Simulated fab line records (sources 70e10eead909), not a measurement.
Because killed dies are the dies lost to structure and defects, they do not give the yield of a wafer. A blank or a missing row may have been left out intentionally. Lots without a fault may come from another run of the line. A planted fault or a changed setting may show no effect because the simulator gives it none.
Matching of chambers	flow nand harc	rie diel-08 running NHARC_A_STAIRCASE_ETCH_253: 4 sister chambers
The step etches the open film in C4F8/O2, target depth 50 nm, time 20.2 s. 8 wafers are shown with their chamber, then 8 later ones without.

== WAFERS WITH THEIR CHAMBER ==
wafer	chamber	rf vpp V (V)	oes product au (a.u.)
L078.6	0	887	0.926
L084.3	3	887	0.930
L089.5	2	892	0.972
L089.6	3	887	0.979
L090.1	0	885	0.924
L090.2	1	896	0.927
L090.4	2	891	0.934
L088.1	1	895	0.957

== WAFERS WITH NO CHAMBER GIVEN ==
wafer	rf vpp V (V)	oes product au (a.u.)
L088.3	886	0.955
L088.5	885	0.947
L096.1	907	0.942
L096.4	895	0.937
L096.6	906	0.936
L097.1	906	0.949
L097.3	905	0.960
L097.4	892	0.954

== THE CHAMBER EACH PASSED THROUGH ==
wafer	from the rows above	in truth
L088.3	can't be placed: 3 or 0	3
L088.5	can't be placed: 0 or 3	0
L096.1	1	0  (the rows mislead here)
L096.4	1	1
L096.6	1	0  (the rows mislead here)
L097.1	1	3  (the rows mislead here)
L097.3	1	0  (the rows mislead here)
L097.4	2	2
Correctly placed: 2 of 8. From these rows, 2 cannot be placed; in 2 the true chamber is one of the candidates. Wrongly placed: 4.
How it was worked out, from the rows above alone: a wafer's distance from a chamber is the root of the sum, over the readings, of the square of ((its reading less the chamber's mean) divided by the reading's scatter). The wafer belongs to the nearest chamber; if the next one is less than 2 further off, it can't be placed. A chamber's mean is the mean of its shown wafers. The scatter: take each reading less its chamber's mean, square it, sum over the shown wafers, divide by the number of wafers less the number of chambers, and take the root.
